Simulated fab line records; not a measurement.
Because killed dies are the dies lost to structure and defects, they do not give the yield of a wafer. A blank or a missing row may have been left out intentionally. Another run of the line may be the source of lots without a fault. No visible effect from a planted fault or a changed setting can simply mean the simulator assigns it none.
A lot that was struck, set against a sound lot -- flow nandHarc -- 21 out of 1159 route steps
Sound: wafers L147.3, L147.5, L147.6. Struck: wafers L140.3, L140.4. (L140.1 of the same lot was not struck and is left out.) The cause comes at the end.
At each step with rows: each side's tool, then ch and its chambers, then its first start. Under that, the readings that differ: sound wafers -- struck wafers -- difference of the means -- sigmas: that difference in standard deviations of wafers without a fault.
alike: same words and numbers on both sides, and readings whose means sit less than 2 such deviations apart. not compared: any withheld reading, any reading some wafer has no value for, any bound like >300 that may hide the same value, and any number with overlapping values for which the record gives no deviation.
The two part at a step that has a row with sigmas, a row that says differs or no value, or rows on one side only. Numbers that have no deviation but don't overlap get no sigmas and don't part them. Lack of a reading on every wafer of one side parts them only where that side has two or more wafers.

NHARC_A_CONTACT_CMP_20: polishes, t overpolish 30 s, target thk 300 nm.
  sound on cmp-04 ch 1,2, day 21 23:23; struck on cmp-02 ch 0,3, day 19 23:38
  alike: motorCurrentA, overpolishRunS, slurryFlowMlMin, timeToEndpointS
  not compared: padLifeWafers
then, 1 step without rows for these wafers: NHARC_A_CONTACT_SRD_22.
NHARC_A_CONTACT_INSPECT_23:
  sound: defectInspect-01 at day 21 23:47; struck: defectInspect-01 at day 20 00:00
  alike: rawDefectCount
then, 8 steps without rows for these wafers: NHARC_A_BLC_DEHYDRATE_00 (time 120 s); NHARC_A_BLC_HMDS_01 (time 30 s); NHARC_A_BLC_COAT_02 (time 75 s); NHARC_A_BLC_COAT_03 (time 65 s); NHARC_A_BLC_COAT_04 (resist thk 90 nm); NHARC_A_BLC_SOFTBAKE_05 (time 55 s); NHARC_A_BLC_EBR_06; NHARC_A_BLC_EXPOSE_07 (exposes mask A BLC, target cd 100 nm).
NHARC_A_BLC_PEB_08: peb time 65 s.
  sound on lithoTrack-01 ch 0, day 22 00:13; struck on lithoTrack-04 ch 0, day 20 00:18
  alike: heaterPowerTotalW, plateTempC
then, 1 step without rows for these wafers: NHARC_A_BLC_DEVELOP_09 (develop time 35 s).
NHARC_A_BLC_CD_MEAS_10: the cd target is 100 nm.
  sound on cdSem-03 ch 0, day 22 00:19; struck on cdSem-03 ch 0, day 20 00:23
reading,sound,struck,difference,sigmas
cdNm (nm),100.0 100.0 99.4,104.9 105.1,+5.2,+12
NHARC_A_BLC_OVL_MEAS_11:
  sound: overlay-01 at day 22 00:23; struck: overlay-02 at day 20 00:28
reading,sound,struck,difference,sigmas
overlayXNm (nm),2.1 2.1 1.7,-0.1 -0.2,-2.1,-3
  alike: overlayYNm
NHARC_A_BLC_INSPECT_12:
  sound: defectInspect-02 at day 22 00:26; struck: defectInspect-01 at day 20 00:31
  alike: rawDefectCount
NHARC_A_BLC_DESCUM_15: chemistry O2, time 3 s.
  sound on rieDiel-08 ch 0,1,3, day 22 00:35; struck on rieDiel-12 ch 0,3, day 20 00:35
reading,sound,struck,difference,sigmas
model.A_BLC.cdNm (nm),99.84 100.1 99.73,104.7 105,+5.0,
  alike: drypumpMotorCurrentA, oesProductAu, rfVppV, showerheadPlenumPTorr, throttleValvePct
  not compared: rfHoursCounterH
NHARC_A_BLC_ETCH_16: etches the open film in CF4, target depth 39 nm, time 65 s.
  sound on rieDiel-08 ch 2,3, day 22 00:40; struck on rieDiel-12 ch 1,3, day 20 00:39
  alike: biasW, drypumpMotorCurrentA, oesProductAu, rfVppV, showerheadPlenumPTorr, throttleValvePct
  not compared: rfHoursCounterH
NHARC_A_BLC_ETCH_17: etches the open film in N2/H2, target depth 390 nm, time 609.38 s.
  sound on rieDiel-08 ch 0,1; struck on rieDiel-12 ch 2,3
reading,sound,struck,difference,sigmas
throttleValvePct (%),14.180 14.180 14.184,14.156 14.167,-0.020,-2
  alike: biasW, drypumpMotorCurrentA, h2FlowSccm, oesProductAu, rfVppV, showerheadPlenumPTorr
  not compared: rfHoursCounterH
NHARC_A_BLC_ETCH_18: etches the open film in C4F8/O2/Ar, target depth 910 nm.
  sound on rieDiel-08 ch 0,3; struck on rieDiel-12 ch 1,2
reading,sound,struck,difference,sigmas
model.A_BLC.cdNm (nm),100.7 100.7 101.3,106.6 106.5,+5.6,
  alike: biasW, oesProductAu, rfVppV
  not compared: rfHoursCounterH
NHARC_A_BLC_CD_MEAS_19:
  sound: cdSem-01 at day 22 01:35; struck: cdSem-03 at day 20 01:32
reading,sound,struck,difference,sigmas
cdNm (nm),100.7 100.9 101.5,106.5 106.5,+5.5,+4

WHERE THEY PART
First at NHARC_A_BLC_CD_MEAS_10; last, within this record, at NHARC_A_BLC_CD_MEAS_19.

WHY: what had been put in by the simulator
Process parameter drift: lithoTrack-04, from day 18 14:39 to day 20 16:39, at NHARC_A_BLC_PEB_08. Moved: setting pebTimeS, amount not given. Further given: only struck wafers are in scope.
